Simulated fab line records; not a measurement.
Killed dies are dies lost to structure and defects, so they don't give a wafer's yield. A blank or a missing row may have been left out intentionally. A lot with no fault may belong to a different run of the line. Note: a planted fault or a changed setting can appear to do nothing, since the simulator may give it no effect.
A struck lot beside a sound one ; flow n5-finfet ; 14 steps out of a route of 1938
Sound: these wafers, L550.1, L550.2, L550.5. Struck: wafer L563.2 (left out: L563.1, L563.4 of the same lot, which were not struck); the cause appears at the end.
Each step with rows lists, per side, the tool, then ch with its chambers, then its first start. Under that, the readings that differ: sound wafers ; struck wafers ; difference of the means ; sigmas: that difference in standard deviations of wafers without a fault.
alike: readings with means less than 2 such deviations apart, plus words and numbers identical on both sides. not compared: withheld readings, readings lacking a value on some wafer, bounds such as >300 that could conceal the same value, and numbers that have no deviation in the record and whose values overlap.
The two part at a step that has a row with sigmas, a row that says differs or no value, or rows on one side only. When numbers do not overlap yet have no deviation, they are printed without sigmas and do not part them. A reading that every wafer of one side lacks parts them only if that side has two wafers or more.

first, 1 step without rows for these wafers: N5_BEOL_M6_STRIP_80 (strips in N2/H2, time 10 s).
N5_BEOL_M6_OCD_MEAS_38:
  sound: ocd-02 at day 9 01:19; struck: ocd-02 at day 14 08:34
  alike: trench-depth-nm
then, 4 steps without rows for these wafers: N5_BEOL_M6_HM_STRIP_39 (strips TiN in peroxide tin strip, target depth 25 nm, time 158 s); N5_BEOL_M6_SRD_40 (time 30 s); N5_BEOL_M6_PRECLEAN_42 (cleans in residue remover, time 60 s); N5_BEOL_M6_SRD_43 (time 30 s).
N5_BEOL_M6_CD_MEAS_35: target cd 40 nm, target cd y 28 nm.
  sound: cd-sem-01 at day 9 01:28; struck: cd-sem-02 at day 14 08:43
  alike: cd-nm
N5_BEOL_M6_CURE_75: cures SiCOH lowk, time 120 s.
  sound on uv-cure-01 ch 2, day 9 01:31; struck on uv-cure-02 ch 1, day 14 08:46
  alike: lamp-power-pct, wafer_temp_C_max
N5_BEOL_M6_DEGAS_44: time 60 s.
  sound: pvd-sputter-02 at day 9 01:50; struck: pvd-sputter-03 at day 14 09:25
  alike: heater-power-w
N5_BEOL_M6_PRE_CLEAN_45: time 30 s.
  sound: pvd-sputter-02 at day 9 01:52; struck: pvd-sputter-03 at day 14 09:28
  alike: heater-power-w
then, 1 step without rows for these wafers: N5_BEOL_M6_ALD_77 (deposits TaN, target thk 2 nm, pulse time 2 s, purge time 3 s).
N5_BEOL_M6_SURFACE_TREAT_79:
  sound: pvd-sputter-03 at day 9 02:13; struck: pvd-sputter-02 at day 14 09:49
  not compared: pressure-mtorr, throttle-valve-pct
N5_BEOL_M6_CVD_78: deposits Co from CCTBA/H2, target thk 2 nm, time 142.3 s.
  sound on cvd-co-01 ch 0,1, day 9 02:16; struck on cvd-co-02 ch 1, day 14 09:59
reading;sound;struck;difference;sigmas
run-length-s (s);164.6 165.3 165.2;168.2;+3.2;+9
N5_BEOL_M6_SPUTTER_48: material Cu, target thk 10 nm, time 1.667 s.
  sound: pvd-sputter-03 at day 9 02:23; struck: pvd-sputter-02 at day 14 10:09
  alike: chuck-sensor-temp-C, throttle-valve-pct

== WHERE THEY PART ==
Only at N5_BEOL_M6_CVD_78, within this record. Later steps at which nothing parts them and some readings are alike: N5_BEOL_M6_SPUTTER_48.

WHY: what the simulator had put in
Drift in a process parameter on cvd-co-02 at N5_BEOL_M6_CVD_78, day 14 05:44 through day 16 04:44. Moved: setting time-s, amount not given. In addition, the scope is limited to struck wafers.
